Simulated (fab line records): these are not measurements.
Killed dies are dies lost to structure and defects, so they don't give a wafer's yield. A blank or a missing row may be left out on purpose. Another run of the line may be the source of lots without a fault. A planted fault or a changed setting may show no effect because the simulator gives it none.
Which tool is to blame? ; flow n5_finfet ; 26 wafers from 9 lots sampled at 5 of the route's 1938 steps

== WHAT EACH GAUGE READ, for each wafer ==
N5_MOL_CONTACT_COAG_CD_MEAS_84: the cd target is 25.1 nm.
lot;measured;on;cd_nm (nm)
L277;day 5 00:01;cd_sem-01;24.70 25.07 24.99
L281;day 6 07:52;cd_sem-02;25.23 25.13 25.49
L283;day 6 17:16;cd_sem-03;25.03 25.61 25.28
L286;day 7 06:47;cd_sem-02;25.57 25.26
L292;day 8 23:54;cd_sem-01;24.86 24.75 25.11
L294;day 9 10:39;cd_sem-03;24.79 24.03 25.36
L297;day 10 01:50;cd_sem-02;24.98 25.03 25.01
L298;day 10 09:06;cd_sem-03;24.82 25.29 25.38
L299;day 10 21:20;cd_sem-03;24.76 24.69 25.09

N5_MOL_CONTACT_COAG_CD_MEAS_137: the cd target is 16 nm.
lot;measured;on;cd_nm (nm)
L277;day 5 00:57;cd_sem-01;16.1 16.1 15.7
L281;day 6 08:47;cd_sem-01;16.1 16.0 16.1
L283;day 6 18:16;cd_sem-01;16.1 15.9 16.5
L286;day 7 07:56;cd_sem-01;16.4 16.5
L292;day 9 00:50;cd_sem-03;15.9 16.2 15.3
L294;day 9 11:35;cd_sem-01;15.6 15.8 16.2
L297;day 10 02:47;cd_sem-03;15.3 16.2 15.6
L298;day 10 10:04;cd_sem-03;15.7 16.2 15.8
L299;day 10 22:35;cd_sem-01;16.6 16.1 15.8

N5_BEOL_M4_RC_MEAS_101.
lot;measured;on;DIBL_N (mV/V);DIBL_P (mV/V);IOFF_N (nA/um);IOFF_P (nA/um);ION_N (uA/um);ION_P (uA/um);SS_N (mV/dec);SS_P (mV/dec);VT_N (mV);VT_P (mV)
L277;day 7 18:44;prober-02;37.2 35.0 35.2;39.2 38.2 36.6;0.199 0.160 0.161;0.27 0.24 0.22;681 672 684;469 465 467;72.2 71.1 71.0;74.2 73.9 73.7;247 248 248;-244 -246 -247
L281;day 8 23:14;prober-01;35.8 36.4 36.6;36.2 37.6 37.3;0.162 0.186 0.188;0.18 0.19 0.19;676 688 673;452 469 453;71.3 71.3 72.3;73.1 73.7 73.8;253 246 251;-258 -252 -253
L283;day 9 08:35;prober-02;35.7 35.7 35.1;36.7 36.7 36.3;0.162 0.163 0.152;0.23 0.23 0.22;680 678 678;468 467 467;71.3 71.4 71.0;72.6 72.1 73.0;247 247 249;-247 -248 -247
L286;day 10 03:15;prober-02;36.5 37.4;34.9 36.3;0.147 0.156;0.19 0.21;671 675;458 458;72.1 72.1;73.5 73.0;251 253;-248 -249
L292;day 11 16:05;prober-01;35.6 35.8 37.4;34.7 35.1 37.0;0.137 0.145 0.172;0.17 0.18 0.21;675 665 670;451 456 454;71.7 71.5 71.8;73.1 73.2 73.4;254 253 250;-254 -256 -251
L294;day 12 15:07;prober-01;34.7 33.4 35.4;33.2 31.7 35.0;0.143 0.122 0.164;0.19 0.17 0.21;674 666 676;463 462 469;72.2 71.8 72.1;73.0 73.3 73.5;252 254 252;-249 -251 -249
L297;day 12 17:35;prober-02;33.4 33.5 36.0;34.1 33.9 36.6;0.116 0.108 0.151;0.15 0.15 0.18;656 649 663;451 445 452;71.0 70.8 71.3;72.4 72.5 73.1;256 258 251;-258 -256 -257
L298;day 12 22:13;prober-02;35.3 37.8 35.5;35.0 38.1 35.2;0.137 0.182 0.137;0.18 0.22 0.18;679 689 678;464 468 466;70.7 71.5 71.0;72.9 73.6 73.5;254 249 250;-252 -249 -253
L299;day 13 20:10;prober-01;34.3 36.4 35.3;34.6 36.6 35.2;0.123 0.150 0.124;0.18 0.20 0.17;663 673 667;458 464 456;71.2 71.5 71.2;72.0 73.5 72.7;253 250 253;-252 -250 -251

== TOOL THAT RAN EACH LOT (tool first, then ch and the chambers of the sampled wafers, then the start) ==
lot;N5_MOL_CONTACT_COAG_ETCH_89;N5_MOL_CONTACT_COAG_VIA_ETCH_46
L277;rie_diel-01 ch 1,2,3, day 5 00:11;rie_diel-06 ch 0,1,3, day 5 00:37
L281;rie_diel-05 ch 1,2, day 6 08:01;rie_diel-06 ch 2,3, day 6 08:27
L283;rie_diel-05 ch 0,1,2, day 6 17:25;rie_diel-01 ch 0,2,3, day 6 17:55
L286;rie_diel-05 ch 1,2, day 7 07:09;rie_diel-01 ch 1,3, day 7 07:36
L292;rie_diel-06 ch 0,2,3, day 9 00:04;rie_diel-06 ch 0,1,3, day 9 00:30
L294;rie_diel-06 ch 1,2, day 9 10:48;rie_diel-06 ch 1,2, day 9 11:14
L297;rie_diel-05 ch 0,1, day 10 02:01;rie_diel-01 ch 0,1, day 10 02:26
L298;rie_diel-05 ch 1,2,3, day 10 09:16;rie_diel-05 ch 0,1,2, day 10 09:41
L299;rie_diel-01 ch 2,3, day 10 21:32;rie_diel-06 ch 0,1,2, day 10 22:01
- N5_MOL_CONTACT_COAG_ETCH_89: etches underlayer in N2/H2, target depth 13 nm, time 10.4 s.
- N5_MOL_CONTACT_COAG_VIA_ETCH_46: etches SiO2 in C4F6/O2, target depth 46 nm, overetch 9.2 nm, time 40 s.

== WHAT THE TOOLS THEMSELVES READ (means of the sampled wafers that have a number; where no wafer has one, the mark that the record gives instead) ==
N5_MOL_CONTACT_COAG_ETCH_89.
lot;tool;chamber_pressure_mTorr (mTorr);drypump_motor_current_A (A);etch_rf_on_time_s (s);oes_product_au (a.u.);rf_fwd_power_W (W);rf_vpp_V (V);showerhead_plenum_p_Torr (Torr);throttle_valve_pct (%)
L277;rie_diel-01;29.99;5.4;10.26;0.67;819.8;522.2;2.48;17.74
L281;rie_diel-05;30.01;6.0;10.13;0.82;821.1;524.1;2.56;17.66
L283;rie_diel-05;29.98;5.8;8.85;0.89;822.1;524.0;2.51;17.70
L286;rie_diel-05;30.03;5.9;7.98;0.94;820.0;524.8;2.53;17.78
L292;rie_diel-06;30.03;5.4;10.40;0.64;818.0;525.8;2.60;18.05
L294;rie_diel-06;30.01;6.1;10.46;0.69;816.8;525.8;2.64;17.99
L297;rie_diel-05;29.98;5.7;10.35;0.74;819.9;522.3;2.51;17.57
L298;rie_diel-05;30.02;5.6;10.19;0.74;818.0;525.7;2.58;17.71
L299;rie_diel-01;30.00;5.4;10.40;0.66;821.2;521.9;2.45;17.68

N5_MOL_CONTACT_COAG_VIA_ETCH_46.
lot;tool;C4F6_flow_sccm (sccm);chamber_pressure_mTorr (mTorr);drypump_motor_current_A (A);oes_product_au (a.u.);rf_fwd_power_W (W);rf_vpp_V (V);showerhead_plenum_p_Torr (Torr);throttle_valve_pct (%)
L277;rie_diel-06;9.99;9.996;5.6;0.75;323.8;1587;2.99;41.12
L281;rie_diel-06;10.00;10.002;5.8;0.64;321.7;1578;2.86;41.05
L283;rie_diel-01;9.98;9.994;5.6;0.70;322.5;1578;2.77;40.79
L286;rie_diel-01;9.99;10.011;5.4;0.68;322.0;1586;2.79;40.77
L292;rie_diel-06;9.98;10.006;5.6;0.72;323.7;1586;2.98;41.13
L294;rie_diel-06;10.01;9.996;6.1;0.73;323.9;1571;2.94;41.10
L297;rie_diel-01;10.00;9.995;6.0;0.62;322.7;1573;2.81;41.23
L298;rie_diel-05;10.01;9.998;5.8;0.76;323.0;1577;2.80;40.76
L299;rie_diel-06;9.97;10.009;5.6;0.70;323.5;1576;2.93;41.03

== THE ANSWER, worked out from the rows above alone ==
Rule: the lots themselves supply what counts as usual. The widest of any qualifying gaps counts: lots, ordered by their means at a reading, are off when they make up no more than a third of the lots, leave a main group of 4 or more, and stand apart from it by 3 or more times the standard deviation of that group's means. A main group whose means are all the same, to the digits that the tables above print for the reading, isn't used. A lot without any number at a reading at which 4 lots or more have one is off too. Where the step has rows for the other lots, those lots are counted as sound. After the gauges, taken in route order, come the tools' own readings; for these a lot's mean is taken, as printed above. The first step at which some lot is off is used, and at that step the reading that is off furthest; a lot without a number counts as furthest.
Off at N5_MOL_CONTACT_COAG_ETCH_89 (etch_rf_on_time_s): L283, L286. The main group has a mean of 10.31 s with a standard deviation of 0.11.
A tool fits if, at that step or a process step before it, it ran every lot that is off, and no sound lot after the first of them. Not one of the candidates tried fits.

== WHAT THE SIMULATOR HAD INSERTED ==
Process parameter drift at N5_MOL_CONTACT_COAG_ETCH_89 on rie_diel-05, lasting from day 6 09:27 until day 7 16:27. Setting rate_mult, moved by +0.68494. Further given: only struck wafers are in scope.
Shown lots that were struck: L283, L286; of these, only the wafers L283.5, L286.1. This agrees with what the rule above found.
